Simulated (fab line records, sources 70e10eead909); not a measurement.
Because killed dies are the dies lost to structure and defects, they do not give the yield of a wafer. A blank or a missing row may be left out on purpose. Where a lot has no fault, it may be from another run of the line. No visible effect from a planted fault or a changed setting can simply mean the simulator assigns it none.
Which of the tools did it? -- flow nand harc -- 13 lots, 39 wafers sampled, at 6 steps of a route of 1302

== WHAT EACH GAUGE READ, for each wafer ==
NHARC_P_BONDPAD_THK_MEAS_20: measures by xrf.
lot,measured,on,thk nm (nm)
L626,day 7 02:11,film metro-02,163.3 159.7 163.6
L627,day 7 08:23,film metro-02,160.0 163.0 161.9
L628,day 7 10:04,film metro-02,161.8 162.7 164.8
L630,day 8 10:54,film metro-01,162.5 160.6 158.3
L631,day 8 21:58,film metro-01,164.4 164.1 161.8
L632,day 9 05:19,film metro-01,157.5 161.1 156.9
L635,day 10 22:54,film metro-02,161.2 160.7 161.0
L638,day 11 21:06,film metro-01,161.3 161.8 160.1
L639,day 12 01:58,film metro-01,162.7 164.1 162.6
L644,day 14 06:55,film metro-02,159.2 160.8 161.2
L647,day 15 13:13,film metro-02,161.9 159.8 162.1
L648,day 15 21:26,film metro-01,160.1 161.5 160.4
L649,day 16 10:53,film metro-01,162.2 162.1 162.2

NHARC_A_ONON_D1_THK_MEAS_18: measures by ellipsometry.
lot,measured,on,thk nm (nm)
L626,day 8 11:46,film metro-02,997 997 998
L627,day 8 18:44,film metro-02,988 989 989
L628,day 8 18:44,film metro-01,996 997 996
L630,day 9 22:05,film metro-02,995 994 993
L631,day 10 07:28,film metro-02,1012 1013 1010
L632,day 10 16:19,film metro-02,993 995 995
L635,day 12 08:38,film metro-01,996 997 996
L638,day 13 06:49,film metro-02,1006 1009 1008
L639,day 13 13:36,film metro-01,1003 1002 1002
L644,day 15 17:22,film metro-01,1006 1007 1008
L647,day 17 02:01,film metro-01,1004 1006 1004
L648,day 17 09:04,film metro-01,999 1001 1001
L649,day 18 00:58,film metro-02,1009 1007 1009

NHARC_A_ONON_D1_THK_MEAS_21: measures by ellipsometry.
lot,measured,on,thk nm (nm)
L626,day 8 12:19,film metro-01,1024 1023 1022
L627,day 8 19:17,film metro-01,1018 1018 1020
L628,day 8 19:19,film metro-02,1006 1005 1005
L630,day 9 22:39,film metro-02,1002 1002 1001
L631,day 10 08:01,film metro-01,1009 1008 1007
L632,day 10 16:53,film metro-02,1005 1006 1004
L635,day 12 09:11,film metro-01,994 993 996
L638,day 13 07:23,film metro-02,1013 1012 1012
L639,day 13 14:11,film metro-02,995 992 994
L644,day 15 17:56,film metro-01,1016 1016 1017
L647,day 17 02:34,film metro-01,1577 1578 1580
L648,day 17 09:38,film metro-01,1580 1581 1581
L649,day 18 01:31,film metro-01,999 1000 998

NHARC_END_SORT_01.
lot,measured,on,killed at array,killed at other,killed at periphery,killed dies,killed open,killed short
L647,day 33 06:17,prober-02,665 671 665,3 2 6,9 4 6,677 677 677,7 3 4,3 2 4
L648,day 33 03:02,prober-01,663 667 668,3 2 1,11 8 8,677 677 677,12 2 2,4 4 3

== TOOL THAT RAN EACH LOT (tool first, then ch and the chambers of the sampled wafers, then the start) ==
lot,NHARC_A_ZERO_WELL_ETCH_13,NHARC_A_ONON_D1_DEP_19
L626,"rie si-01 ch 0,1, day 7 04:05","pecvd onon-02 ch 0, day 8 11:56"
L627,"rie si-06 ch 0,1,3, day 7 10:11","pecvd onon-03 ch 0, day 8 18:51"
L628,"rie si-06 ch 1,2,3, day 7 11:57","pecvd onon-01 ch 0, day 8 18:47"
L630,"rie si-04 ch 0,1,3, day 8 12:40","pecvd onon-02 ch 0, day 9 22:12"
L631,"rie si-04 ch 1,2,3, day 8 23:52","pecvd onon-01 ch 0, day 10 07:31"
L632,"rie si-06 ch 0,1,3, day 9 07:12","pecvd onon-01 ch 0, day 10 16:26"
L635,"rie si-04 ch 0,3, day 11 00:49","pecvd onon-03 ch 0, day 12 08:48"
L638,"rie si-06 ch 0,2,3, day 11 22:52","pecvd onon-02 ch 0, day 13 06:52"
L639,"rie si-04 ch 0,1, day 12 03:52","pecvd onon-03 ch 0, day 13 13:40"
L644,"rie si-06 ch 1,2,3, day 14 09:10","pecvd onon-01 ch 0, day 15 17:28"
L647,"rie si-06 ch 1,2,3, day 15 14:59","pecvd onon-01 ch 0, day 17 02:11"
L648,"rie si-06 ch 1,2,3, day 15 23:20","pecvd onon-01 ch 0, day 17 09:08"
L649,"rie si-06 ch 0,2,3, day 16 12:41","pecvd onon-02 ch 0, day 18 01:01"
- NHARC_A_ZERO_WELL_ETCH_13: etches the open film in HBr/Cl2, target depth 120 nm, time 40.1 s.
- NHARC_A_ONON_D1_DEP_19: target thk 1000 nm.

== WHAT THE TOOLS THEMSELVES READ (means of the sampled wafers that have a number; where no wafer has one, the mark that the record gives instead) ==
NHARC_A_ZERO_WELL_ETCH_13.
lot,tool,drypump motor current A (A),he backside leak sccm (sccm),oes product au (a.u.),throttle valve pct (%)
L626,rie si-01,5.5,2.64,0.999,26.412
L627,rie si-06,5.5,2.81,0.991,26.410
L628,rie si-06,5.4,2.85,0.991,26.412
L630,rie si-04,5.4,2.76,1.012,26.410
L631,rie si-04,5.5,2.60,0.992,26.412
L632,rie si-06,5.5,2.82,1.009,26.405
L635,rie si-04,5.3,2.77,1.005,26.416
L638,rie si-06,5.2,2.68,0.999,26.400
L639,rie si-04,5.3,2.82,1.012,26.406
L644,rie si-06,5.4,3.01,1.001,26.407
L647,rie si-06,5.4,2.92,0.997,26.408
L648,rie si-06,5.4,2.97,0.994,26.400
L649,rie si-06,5.1,2.81,1.003,26.412

== THE ANSWER, worked out from the rows above alone ==
Rule: the lots themselves supply what counts as usual. Put in order of their means at a reading, lots are off if they are a third of the lots or fewer, leave a main group of 4 or more, and stand apart from it by a gap of 3 or more times the standard deviation of the main group's means; of several such gaps the widest counts. A main group is skipped when, at the precision printed for the reading in the tables above, its means are all equal. A lot without any number at a reading at which 4 lots or more have one is off too. The other lots that the step has rows for count as sound. First the gauges in route order, then the tools' own readings, where a lot's mean is used as printed above. The first step at which some lot is off is used, and at that step the reading that is off furthest; a lot without a number counts as furthest.
Off: L647, L648 (NHARC_A_ONON_D1_THK_MEAS_21, thk nm). The main group: mean 1007 nm, standard deviation 9.3.
If a tool, at a process step before that reading, ran all the lots that are off and no sound lot after the first of them, it fits. Gauges at NHARC_A_ONON_D1_THK_MEAS_21: tried the same way as those tools. One fits: pecvd onon-01 at NHARC_A_ONON_D1_DEP_19. A fault onset in the window from L644 (day 15 17:28, its last sound lot) to L647 (day 17 02:11, its first lot off) fits.

== WHAT THE SIMULATOR HAD PUT IN ==
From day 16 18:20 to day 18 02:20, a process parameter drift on pecvd onon-01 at NHARC_A_ONON_D1_DEP_19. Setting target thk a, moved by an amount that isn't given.
Lots struck among those shown: L647, L648. Same finding as the rule above.
